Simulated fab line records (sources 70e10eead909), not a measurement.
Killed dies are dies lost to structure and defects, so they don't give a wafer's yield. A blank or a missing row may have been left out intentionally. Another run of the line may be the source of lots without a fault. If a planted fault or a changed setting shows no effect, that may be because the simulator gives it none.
Matching of chambers / flow nand_harc / NHARC_P_STI_CMP_21 on cmp-03: 4 sister chambers
The step polishes, t overpolish 20 s, target thk 380.67 nm. 16 wafers are shown with their chamber, then 8 later ones without.

== WAFERS, EACH WITH ITS CHAMBER ==
wafer=L077.2; chamber=1; motor_current_A (A)=11.1; overpolish_run_s (s)=19.992
wafer=L077.3; chamber=2; motor_current_A (A)=10.8; overpolish_run_s (s)=19.989
wafer=L077.5; chamber=2; motor_current_A (A)=10.5; overpolish_run_s (s)=20.029
wafer=L079.1; chamber=2; motor_current_A (A)=10.9; overpolish_run_s (s)=20.009
wafer=L079.2; chamber=0; motor_current_A (A)=10.6; overpolish_run_s (s)=20.016
wafer=L079.4; chamber=3; motor_current_A (A)=11.6; overpolish_run_s (s)=20.000
wafer=L080.1; chamber=1; motor_current_A (A)=11.4; overpolish_run_s (s)=20.003
wafer=L080.3; chamber=0; motor_current_A (A)=10.3; overpolish_run_s (s)=19.991
wafer=L080.5; chamber=2; motor_current_A (A)=10.7; overpolish_run_s (s)=20.001
wafer=L081.1; chamber=3; motor_current_A (A)=12.2; overpolish_run_s (s)=19.992
wafer=L081.2; chamber=2; motor_current_A (A)=11.2; overpolish_run_s (s)=20.006
wafer=L081.3; chamber=1; motor_current_A (A)=11.1; overpolish_run_s (s)=19.995
wafer=L082.1; chamber=1; motor_current_A (A)=11.1; overpolish_run_s (s)=20.007
wafer=L082.3; chamber=2; motor_current_A (A)=11.2; overpolish_run_s (s)=20.011
wafer=L082.5; chamber=2; motor_current_A (A)=11.0; overpolish_run_s (s)=20.001
wafer=L083.2; chamber=3; motor_current_A (A)=12.3; overpolish_run_s (s)=19.997

SIGNATURES, as means of the wafers listed above
reading=motor_current_A; chamber 0=10.450; chamber 1=11.175; chamber 2=10.900; chamber 3=12.033; scatter within a chamber=0.258
reading=overpolish_run_s; chamber 0=20.00350; chamber 1=19.99925; chamber 2=20.00657; chamber 3=19.99633; scatter within a chamber=0.0108
Rule: a wafer lies at a distance from a chamber equal to the root of the sum of squares, over the readings, of (its reading less the chamber's mean, divided by the reading's scatter). If the next closest chamber is less than 2 further off than the closest, the wafer can't be placed; otherwise it belongs to the closest. The scatter is the square root of a quotient: the sum, over the shown wafers, of each reading's squared deviation from its chamber's mean, divided by wafers minus chambers.

== WAFERS WHOSE CHAMBER IS MISSING ==
wafer=L083.5; motor_current_A (A)=12.2; overpolish_run_s (s)=20.001
wafer=L083.6; motor_current_A (A)=10.6; overpolish_run_s (s)=20.018
wafer=L091.1; motor_current_A (A)=10.4; overpolish_run_s (s)=19.997
wafer=L091.2; motor_current_A (A)=11.1; overpolish_run_s (s)=20.005
wafer=L091.3; motor_current_A (A)=10.5; overpolish_run_s (s)=20.011
wafer=L093.1; motor_current_A (A)=10.3; overpolish_run_s (s)=20.002
wafer=L093.2; motor_current_A (A)=12.5; overpolish_run_s (s)=19.997
wafer=L093.5; motor_current_A (A)=10.9; overpolish_run_s (s)=20.002

== EACH ONE'S CHAMBER ==
wafer=L083.5; from the rows above=3; in truth=3
wafer=L083.6; from the rows above=can't be placed: 0 or 2 or 1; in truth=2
wafer=L091.1; from the rows above=can't be placed: 0 or 2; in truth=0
wafer=L091.2; from the rows above=can't be placed: 1 or 2 or 0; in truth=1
wafer=L091.3; from the rows above=can't be placed: 0 or 2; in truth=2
wafer=L093.1; from the rows above=can't be placed: 0 or 2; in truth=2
wafer=L093.2; from the rows above=3; in truth=3
wafer=L093.5; from the rows above=can't be placed: 2 or 1 or 0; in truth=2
Placed correctly: 2 of 8. Unplaceable from these rows: 6, with the true chamber sitting among the candidates in 6. Placed wrongly: 0.
